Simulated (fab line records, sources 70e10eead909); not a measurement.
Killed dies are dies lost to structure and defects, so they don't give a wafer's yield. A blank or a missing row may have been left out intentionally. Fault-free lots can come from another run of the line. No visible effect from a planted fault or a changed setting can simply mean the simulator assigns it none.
Chamber matching ; flow nand-harc ; rie-diel-12 running NHARC_A_CONTACT_ETCH_48: 4 sister chambers
The step etches the open film in CF4, target depth 39 nm, time 65 s. 14 wafers are shown with their chamber, then 7 later ones without.

== WAFERS WITH THEIR CHAMBER ==
wafer;chamber;drypump-motor-current-A (A);showerhead-plenum-p-Torr (Torr);rf-vpp-V (V)
L075.3;3;5.4;1.89;152.3
L075.4;0;5.5;1.89;153.0
L075.5;3;5.3;1.89;152.2
L081.1;1;5.2;1.84;150.6
L081.2;0;5.5;1.89;151.9
L081.6;1;5.2;1.84;150.5
L082.2;1;5.2;1.84;152.8
L082.4;0;5.5;1.89;152.9
L082.6;3;5.3;1.89;152.6
L086.1;1;5.2;1.83;152.8
L086.2;2;4.8;1.90;153.7
L086.3;0;5.6;1.88;152.9
L086.4;3;5.4;1.89;152.2
L086.5;0;5.6;1.88;152.4

SIGNATURES (averages over the wafers above)
reading;chamber 0;chamber 1;chamber 2;chamber 3;scatter within a chamber
drypump-motor-current-A;5.540;5.200;4.800;5.350;0.0469
showerhead-plenum-p-Torr;1.8860;1.8375;1.9000;1.8900;0.00442
rf-vpp-V;152.620;151.675;153.700;152.325;0.777
Rule: a wafer's distance from a chamber is the root of the sum, over the readings, of the square of ((its reading less the chamber's mean) divided by the reading's scatter). The wafer belongs to the nearest chamber; if the next one is less than 2 further off, it can't be placed. How the scatter is found: for the shown wafers, subtract from each reading the mean of its chamber, square and add these, divide the total by (wafers less chambers), then take the root.

== WAFERS WHOSE CHAMBER IS MISSING ==
wafer;drypump-motor-current-A (A);showerhead-plenum-p-Torr (Torr);rf-vpp-V (V)
L086.6;5.2;1.84;153.1
L090.1;5.5;1.88;153.0
L090.3;5.4;1.88;151.5
L090.5;5.2;1.83;150.7
L093.2;5.2;1.83;150.6
L093.3;4.8;1.90;155.2
L093.6;4.9;1.90;152.2

== THE CHAMBER EACH PASSED THROUGH ==
wafer;from the rows above;in truth
L086.6;1;1
L090.1;0;0
L090.3;can't be placed: 3 or 0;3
L090.5;1;1
L093.2;1;1
L093.3;2;2
L093.6;2;2
6 of 7 placed correctly. Can't be placed from these rows: 1 (the true chamber is among the candidates in 1). Number placed wrongly: 0.
